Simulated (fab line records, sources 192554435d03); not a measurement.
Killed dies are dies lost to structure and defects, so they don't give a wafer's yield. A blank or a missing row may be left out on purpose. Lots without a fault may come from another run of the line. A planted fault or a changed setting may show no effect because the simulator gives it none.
Which tool did it? | flow n5_finfet | 24 lots, 72 wafers sampled, at 4 steps of a route of 1938

WHAT THE GAUGES READ, wafer by wafer
N5_BEOL_M11_INSPECT_58: inspects for defects (darkfield). Usual: raw_defect_count 84, standard deviation 25.
lot  | measured     | on                | raw_defect_count | flag
L075 | day 9 13:26  | defect_inspect-01 | 90 62 27         |
L076 | day 9 16:08  | defect_inspect-01 | 101 59 84        |
L074 | day 9 20:22  | defect_inspect-01 | 65 92 69         |
L077 | day 10 08:22 | defect_inspect-02 | 48 77 105        |
L078 | day 10 16:41 | defect_inspect-01 | 60 89 54         |
L079 | day 11 02:08 | defect_inspect-01 | 70 86 74         |
L082 | day 13 23:28 | defect_inspect-02 | 47 65 53         |
L085 | day 14 04:31 | defect_inspect-01 | 80 109 76        |
L083 | day 14 05:21 | defect_inspect-01 | 94 90 110        |
L080 | day 14 05:38 | defect_inspect-01 | 63 45 71         |
L086 | day 14 09:15 | defect_inspect-01 | 62 78 67         |
L084 | day 14 09:32 | defect_inspect-01 | 52 38 50         |
L088 | day 14 10:52 | defect_inspect-01 | 48 63 50         |
L087 | day 14 17:13 | defect_inspect-01 | 71 66 92         |
L089 | day 14 19:01 | defect_inspect-02 | 77 72 82         |
L090 | day 14 20:20 | defect_inspect-02 | 101 120 135      |
L091 | day 15 00:05 | defect_inspect-01 | 89 58 122        |
L092 | day 15 04:31 | defect_inspect-01 | 121 67 99        |
L093 | day 15 13:34 | defect_inspect-02 | 117 91 108       |
L095 | day 16 02:04 | defect_inspect-02 | 63 68 91         |
L094 | day 16 02:27 | defect_inspect-01 | 92 60 95         |
L096 | day 16 16:59 | defect_inspect-02 | 75 114 119       |
L081 | day 17 01:40 | defect_inspect-01 | 79 146 112       |
L097 | day 17 05:25 | defect_inspect-01 | 107 163 72       |

N5_BEOL_M12_OVL_MEAS_11. Usual: V11_OVL -1 nm, standard deviation 5.8.
lot  | measured     | on         | V11_OVL (nm) | flag
L075 | day 9 13:56  | overlay-02 | -9 -2 -6     |
L076 | day 9 16:41  | overlay-01 | -7 -2 -12    |
L074 | day 9 20:55  | overlay-01 | 4 5 -3       |
L077 | day 10 08:56 | overlay-02 | 8 4 7        |
L078 | day 10 17:11 | overlay-02 | -3 -3 0      |
L079 | day 11 02:38 | overlay-02 | -3 -8 -4     |
L082 | day 13 23:58 | overlay-02 | -6 -2 -2     |
L085 | day 14 05:01 | overlay-02 | 0 3 -6       |
L083 | day 14 05:51 | overlay-02 | -5 -9 -9     |
L080 | day 14 06:08 | overlay-01 | 0 -1 -3      |
L086 | day 14 09:45 | overlay-01 | -2 -3 -4     |
L084 | day 14 10:10 | overlay-01 | -6 -6 -2     |
L088 | day 14 11:29 | overlay-02 | -4 -1 0      |
L087 | day 14 17:43 | overlay-01 | 4 -2 -2      |
L089 | day 14 19:31 | overlay-01 | 0 -3 2       |
L090 | day 14 20:50 | overlay-01 | 8 5 6        |
L091 | day 15 00:35 | overlay-02 | 15 14 2      |
L092 | day 15 05:08 | overlay-02 | -13 -15 -8   |
L093 | day 15 14:14 | overlay-01 | 3 3 5        |
L095 | day 16 02:34 | overlay-02 | 2 -6 -3      |
L094 | day 16 02:57 | overlay-02 | -7 -6 -2     |
L096 | day 16 17:29 | overlay-02 | -2 -4 -4     |
L081 | day 17 02:17 | overlay-01 | 10 7 15      |
L097 | day 17 05:56 | overlay-01 | -5 -1 -1     |

WHICH TOOL RAN EACH LOT (tool, then ch and the chambers of the sampled wafers, then the start)
lot  | N5_BEOL_M11_DESCUM_33              | N5_BEOL_M11_PRE_CLEAN_45
L075 | rie_diel-06 ch 0,1,2, day 9 10:37  | pvd_sputter-03, day 9 11:55
L076 | rie_diel-01 ch 1,3, day 9 13:29    | pvd_sputter-03, day 9 14:32
L074 | rie_diel-06 ch 0,2,3, day 9 17:33  | pvd_sputter-01, day 9 18:44
L077 | rie_diel-06 ch 2,3, day 10 05:46   | pvd_sputter-03, day 10 06:52
L078 | rie_diel-01 ch 1,3, day 10 12:40   | pvd_sputter-02, day 10 15:06
L079 | rie_diel-06 ch 1,3, day 10 21:24   | pvd_sputter-01, day 10 23:57
L082 | rie_diel-01 ch 2,3, day 13 16:55   | pvd_sputter-03, day 13 18:19
L085 | rie_diel-06 ch 0,1,3, day 14 01:22 | pvd_sputter-03, day 14 02:38
L083 | rie_diel-02 ch 0,1,2, day 14 01:43 | pvd_sputter-03, day 14 02:55
L080 | rie_diel-01 ch 0,1,3, day 14 01:53 | pvd_sputter-02, day 14 03:07
L086 | rie_diel-06 ch 0,1,3, day 14 05:40 | pvd_sputter-03, day 14 07:05
L084 | rie_diel-01 ch 0,1, day 14 05:44   | pvd_sputter-02, day 14 07:20
L088 | rie_diel-01 ch 0,1, day 14 07:37   | pvd_sputter-01, day 14 08:58
L087 | rie_diel-02 ch 0,3, day 14 12:16   | pvd_sputter-02, day 14 13:23
L089 | rie_diel-06 ch 0,3, day 14 16:13   | pvd_sputter-01, day 14 17:20
L090 | rie_diel-01 ch 0,3, day 14 16:28   | pvd_sputter-02, day 14 17:37
L091 | rie_diel-02 ch 0,2,3, day 14 21:05 | pvd_sputter-02, day 14 22:24
L092 | rie_diel-01 ch 0,1,2, day 15 01:20 | pvd_sputter-02, day 15 02:30
L093 | rie_diel-02 ch 1,2,3, day 15 09:56 | pvd_sputter-01, day 15 11:19
L095 | rie_diel-01 ch 0,1,3, day 15 23:12 | pvd_sputter-01, day 16 00:19
L094 | rie_diel-01 ch 0,1, day 15 23:42   | pvd_sputter-03, day 16 00:55
L096 | rie_diel-01 ch 0,2,3, day 16 11:42 | pvd_sputter-01, day 16 15:16
L081 | rie_diel-01 ch 0,3, day 16 20:46   | pvd_sputter-02, day 16 21:51
L097 | rie_diel-01 ch 2,3, day 17 02:38   | pvd_sputter-01, day 17 03:43
- N5_BEOL_M11_DESCUM_33: chemistry O2, time 7.9 s.
- N5_BEOL_M11_PRE_CLEAN_45: time 30 s.

WHAT THE TOOLS THEMSELVES READ (means of the sampled wafers that have a number; where no wafer has one, the mark that the record gives instead)
N5_BEOL_M11_DESCUM_33. Usual: drypump_motor_current_A 5.7 A, standard deviation 0.45; oes_product_au 0.83 a.u., standard deviation 0.088; rf_vpp_V 243.4 V, standard deviation 1.3; showerhead_plenum_p_Torr 2.10 Torr, standard deviation 0.07; throttle_valve_pct 20.32 %, standard deviation 0.29.
lot  | tool        | drypump_motor_current_A (A) | oes_product_au (a.u.) | rf_vpp_V (V) | showerhead_plenum_p_Torr (Torr) | throttle_valve_pct (%) | flag
L075 | rie_diel-06 | 5.6                         | 0.79                  | 243.3        | 2.14                            | 20.42                  |
L076 | rie_diel-01 | 6.0                         | 0.82                  | 244.0        | 2.12                            | 19.98                  |
L074 | rie_diel-06 | 5.6                         | 0.84                  | 242.7        | 2.08                            | 20.31                  |
L077 | rie_diel-06 | 5.8                         | 0.76                  | 243.1        | 2.13                            | 20.36                  |
L078 | rie_diel-01 | 6.0                         | 0.81                  | 244.9        | 2.12                            | 20.00                  |
L079 | rie_diel-06 | 5.2                         | 0.83                  | 244.0        | 2.14                            | 20.51                  |
L082 | rie_diel-01 | 6.1                         | 0.78                  | 243.4        | 2.12                            | 20.08                  |
L085 | rie_diel-06 | 5.3                         | 0.84                  | 243.6        | 2.08                            | 20.42                  |
L083 | rie_diel-02 | 5.7                         | 0.77                  | 243.7        | 2.15                            | 20.56                  |
L080 | rie_diel-01 | 5.8                         | 0.90                  | 243.2        | 2.08                            | 20.09                  |
L086 | rie_diel-06 | 5.3                         | 0.83                  | 242.9        | 2.08                            | 20.42                  |
L084 | rie_diel-01 | 5.7                         | 0.91                  | 243.2        | 2.06                            | 20.30                  |
L088 | rie_diel-01 | 5.4                         | 0.94                  | 243.1        | 2.09                            | 20.21                  |
L087 | rie_diel-02 | 5.9                         | 0.72                  | 242.9        | 2.08                            | 20.66                  |
L089 | rie_diel-06 | 5.2                         | 0.86                  | 241.7        | 2.02                            | 20.31                  |
L090 | rie_diel-01 | 6.1                         | 0.85                  | 242.7        | 2.05                            | 20.21                  |
L091 | rie_diel-02 | 5.9                         | 0.77                  | 243.0        | 2.10                            | 20.60                  |
L092 | rie_diel-01 | 5.5                         | 0.93                  | 243.8        | 2.10                            | 20.31                  |
L093 | rie_diel-02 | 6.0                         | 0.77                  | 242.3        | 2.07                            | 20.52                  |
L095 | rie_diel-01 | 5.8                         | 0.85                  | 241.9        | 2.08                            | 20.12                  |
L094 | rie_diel-01 | 5.4                         | 0.90                  | 243.0        | 2.09                            | 20.23                  |
L096 | rie_diel-01 | 5.9                         | 0.86                  | 242.6        | 2.09                            | 20.23                  |
L081 | rie_diel-01 | 6.2                         | 0.82                  | 243.2        | 2.07                            | 20.03                  |
L097 | rie_diel-01 | 5.8                         | 0.88                  | 243.6        | 2.12                            | 20.27                  |

N5_BEOL_M11_PRE_CLEAN_45. Usual: heater_power_w 355 W, standard deviation 52; susceptor_temp_C 250.02 C, standard deviation 0.18.
lot  | tool           | heater_power_w (W) | susceptor_temp_C (C) | flag
L075 | pvd_sputter-03 | 377                | 249.93               |
L076 | pvd_sputter-03 | 366                | 250.06               |
L074 | pvd_sputter-01 | 349                | 250.32               |
L077 | pvd_sputter-03 | 339                | 249.95               |
L078 | pvd_sputter-02 | 360                | 249.96               |
L079 | pvd_sputter-01 | 330                | 250.03               |
L082 | pvd_sputter-03 | 329                | 249.91               |
L085 | pvd_sputter-03 | 353                | 250.15               |
L083 | pvd_sputter-03 | 382                | 250.15               |
L080 | pvd_sputter-02 | 325                | 250.13               |
L086 | pvd_sputter-03 | 381                | 250.11               |
L084 | pvd_sputter-02 | 318                | 250.22               |
L088 | pvd_sputter-01 | 349                | 250.10               |
L087 | pvd_sputter-02 | 308                | 250.02               |
L089 | pvd_sputter-01 | 360                | 250.11               |
L090 | pvd_sputter-02 | 387                | 250.01               |
L091 | pvd_sputter-02 | 382                | 249.90               |
L092 | pvd_sputter-02 | 380                | 249.84               |
L093 | pvd_sputter-01 | 340                | 249.96               |
L095 | pvd_sputter-01 | 341                | 250.14               |
L094 | pvd_sputter-03 | 381                | 249.90               |
L096 | pvd_sputter-01 | 352                | 250.06               |
L081 | pvd_sputter-02 | 403                | 249.78               |
L097 | pvd_sputter-01 | 339                | 249.93               |

THE ANSWER, worked out from the rows above alone
Rule: a lot is off if the mean of its wafers that have a number lies more than 3 standard deviations from the usual mean. A lot without any number at a reading at which 4 lots or more have one is off too. The other lots that the step has rows for count as sound. The gauges are gone through in route order, then the tools' own readings, and for those a lot's mean is taken as printed above. The first step at which some lot is off is used, and at that step the reading that is off furthest; a lot without a number counts as furthest.
No lot is off at any reading shown: from this, nothing can be told.

WHAT THE SIMULATOR HAD PUT IN
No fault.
